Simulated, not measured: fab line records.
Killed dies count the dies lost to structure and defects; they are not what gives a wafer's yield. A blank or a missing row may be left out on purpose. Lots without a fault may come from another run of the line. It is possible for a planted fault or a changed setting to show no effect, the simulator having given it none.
Split-lot study + flow n5Finfet + on a route of 1938 steps: 7 lots, 21 wafers read

ABOUT THE SPLIT
At N5_FIN_SAQP_PECVD_06 (deposits a-Si from SiH4/He, target thk 60 nm, time 48.1 s), the setting timeS was moved away from the recipe's 48.1 s on 8 of the 21 wafers read, by -11.1% to +14.9%. For the rest of the wafers, this setting stayed at what the recipe calls for.

FROM THE SPLIT TO THE READING: what the file shows between them, 5 steps
- N5_FIN_SAQP_THK_MEAS_07
- N5_FIN_SAQP_HM_DEP_72: deposits SiO2 from SiH4/N2O, target thk 12 nm, time 7.2 s
- N5_FIN_SAQP_COAT_49: time 60 s, resist thk 100 nm
- N5_FIN_SAQP_HM_OPEN_73: chemistry CHF3/O2, target SiO2, stops on a-Si, target depth 12 nm, time 16.8 s
- N5_FIN_SAQP_STRIP_74: strips in CHF3/O2

THE READING
oesProductAu, in a.u., at N5_FIN_SAQP_MANDREL_ETCH_22 (etches a-Si in HBr/Cl2, stops on SiNx, target depth 60 nm, bt time 10 s, time 30 s). On this fab line, fault-free wafers typically give 0.776 a.u. with a standard deviation of 0.011 a.u.

| wafer  | tool, chamber at the split | timeS as run, s | against the recipe | oesProductAu, a.u. | against lot-mates on the recipe |
|--------|----------------------------|-----------------|--------------------|--------------------|---------------------------------|
| L074.3 | pecvd-04, 1                | 48.1            | recipe             | 0.749              | -                               |
| L074.5 | pecvd-04, 1                | 48.1            | recipe             | 0.757              | -                               |
| L074.6 | pecvd-04, 0                | 44.19           | -8.1%              | 0.734              | -0.019                          |
| L076.2 | pecvd-02, 1                | 48.1            | recipe             | 0.760              | -                               |
| L076.4 | pecvd-02, 2                | 48.1            | recipe             | 0.761              | -                               |
| L076.5 | pecvd-02, 1                | 48.1            | recipe             | 0.772              | -                               |
| L087.1 | pecvd-02, 2                | 55.25           | +14.9%             | 0.840              | +0.069                          |
| L087.5 | pecvd-02, 0                | 55.25           | +14.9%             | 0.858              | +0.087                          |
| L087.6 | pecvd-02, 1                | 48.1            | recipe             | 0.771              | -                               |
| L088.1 | pecvd-04, 0                | 48.1            | recipe             | 0.783              | -                               |
| L088.3 | pecvd-04, 2                | 48.1            | recipe             | 0.761              | -                               |
| L088.6 | pecvd-04, 2                | 48.1            | recipe             | 0.788              | -                               |
| L090.3 | pecvd-02, 2                | 42.75           | -11.1%             | 0.696              | no lot-mate on the recipe       |
| L090.4 | pecvd-02, 0                | 42.75           | -11.1%             | 0.748              | no lot-mate on the recipe       |
| L090.6 | pecvd-02, 2                | 42.75           | -11.1%             | 0.710              | no lot-mate on the recipe       |
| L091.2 | pecvd-01, 2                | 43.47           | -9.6%              | 0.725              | -0.069                          |
| L091.3 | pecvd-01, 1                | 48.1            | recipe             | 0.786              | -                               |
| L091.5 | pecvd-01, 2                | 48.1            | recipe             | 0.802              | -                               |
| L092.3 | pecvd-02, 1                | 48.1            | recipe             | 0.786              | -                               |
| L092.5 | pecvd-02, 2                | 48.1            | recipe             | 0.782              | -                               |
| L092.6 | pecvd-02, 0                | 55.05           | +14.4%             | 0.844              | +0.060                          |

THE FIT
A straight line over all 21 wafers: oesProductAu changes by +0.005 a.u. for each +1% of timeS; r = +0.93; the points scatter about the line by 0.015 a.u.
The same after taking each lot's own level away (the mean of its wafers on the recipe; 18 wafers): +0.00495 a.u. for each +1%; r = +0.95; scatter 0.011 a.u.
That fit puts the effect of the largest move of timeS on the reading at 0.074 a.u.
Across the lots, their own levels run from 0.7530 to 0.7940 a.u., a range of 3.7 times the standard deviation given above.
So the lot-to-lot level changes the slope little: the two slopes agree.
Check: +0.0753 a.u. against its lot-mates is what the line predicts for one of the wafers moved furthest among these (+14.9%) when that wafer is left out of the fit. It came out at +0.069 a.u. against them.

THESE WAFERS: OTHER SPLITS
Other splits were also applied to these wafers ahead of the reading. Each is held against what the fit with the lots' levels taken away leaves over:
| other split on the same wafers | wafers away from the commonest value | r with oesProductAu (lot level and that fit taken away) |
|--------------------------------|--------------------------------------|---------------------------------------------------------|
| N5_ZERO_LAYER_PECVD_02 timeS   | 6                                    | -0.24                                                   |
| N5_ZERO_LAYER_COAT_05 spinRpm  | 5                                    | +0.03                                                   |
| N5_FIN_SAQP_HM_DEP_03 timeS    | 6                                    | +0.10                                                   |

THE WHOLE CHAIN: every reading that the file lists as answering this split, in the file's order
| step                        | what it does                                                                       | reading                                                                          | change (the file's fit)                   | r (the file's) |
|-----------------------------|------------------------------------------------------------------------------------|----------------------------------------------------------------------------------|-------------------------------------------|----------------|
| N5_FIN_SAQP_PECVD_06        | deposits a-Si from SiH4/He, target thk 60 nm, time 48.1 s                          | a-Si_of_FIN_SAQP_PECVD_06.thkNm (the simulator's own value, which no gauge read) | +0.604 nm for each +1% of the setting     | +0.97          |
| N5_FIN_SAQP_THK_MEAS_07     |                                                                                    | thkNm                                                                            | withheld for each +1% of the setting      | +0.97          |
| N5_FIN_SAQP_MANDREL_ETCH_22 | etches a-Si in HBr/Cl2, stops on SiNx, target depth 60 nm, bt time 10 s, time 30 s | oesProductAu                                                                     | +0.00483 a.u. for each +1% of the setting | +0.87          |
| N5_FIN_SAQP_MANDREL_ETCH_22 | etches a-Si in HBr/Cl2, stops on SiNx, target depth 60 nm, bt time 10 s, time 30 s | etch.depthNm (the simulator's own value, which no gauge read)                    | +0.605 nm for each +1% of the setting     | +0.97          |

THE FILE'S OWN FIT
oesProductAu changes by +0.00483 a.u. for each +1% of timeS, r = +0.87.
